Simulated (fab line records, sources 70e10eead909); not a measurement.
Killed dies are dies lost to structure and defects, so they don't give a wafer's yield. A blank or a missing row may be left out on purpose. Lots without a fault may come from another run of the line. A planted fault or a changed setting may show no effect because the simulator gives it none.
Chamber matching | flow nand_harc | NHARC_A_CHANNEL_HOLE_D1_DESCUM_15 on rie_diel-05: 4 sister chambers
The step chemistry O2, time 3 s. 8 wafers are shown with their chamber, then 8 later ones without.

WAFERS WITH THEIR CHAMBER
wafer  | chamber | drypump_motor_current_A (A) | oes_product_au (a.u.)
L083.2 | 0       | 5.7                         | 1.007
L083.5 | 3       | 6.0                         | 0.980
L084.2 | 1       | 4.9                         | 0.997
L084.6 | 2       | 5.8                         | 0.999
L091.2 | 1       | 4.9                         | 0.999
L091.3 | 3       | 6.0                         | 0.989
L091.4 | 0       | 5.7                         | 1.021
L090.1 | 2       | 5.7                         | 0.990

WAFERS WITHOUT THEIR CHAMBER
wafer  | drypump_motor_current_A (A) | oes_product_au (a.u.)
L090.2 | 4.9                         | 0.984
L090.5 | 4.9                         | 0.994
L094.1 | 4.9                         | 0.986
L094.2 | 5.6                         | 1.015
L094.3 | 5.7                         | 1.000
L096.1 | 5.7                         | 0.993
L096.2 | 4.9                         | 0.992
L096.4 | 5.7                         | 1.009

WHICH CHAMBER EACH WENT THROUGH
wafer  | from the rows above     | in truth
L090.2 | 1                       | 1
L090.5 | 1                       | 1
L094.1 | 1                       | 1
L094.2 | 0                       | 0
L094.3 | can't be placed: 2 or 0 | 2
L096.1 | can't be placed: 2 or 0 | 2
L096.2 | 1                       | 1
L096.4 | can't be placed: 0 or 2 | 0
Placed correctly: 5 of 8. Can't be placed from these rows: 3 (the true chamber is among the candidates in 3). Placed wrongly: 0.
How it was worked out, from the rows above alone: a wafer's distance from a chamber is the root of the sum, over the readings, of the square of ((its reading less the chamber's mean) divided by the reading's scatter). The wafer belongs to the nearest chamber; if the next one is less than 2 further off, it can't be placed. A chamber's mean is the mean of its shown wafers. The scatter: the root of (the sum of the squares of (reading less its chamber's mean) over the shown wafers, divided by (wafers less chambers)).
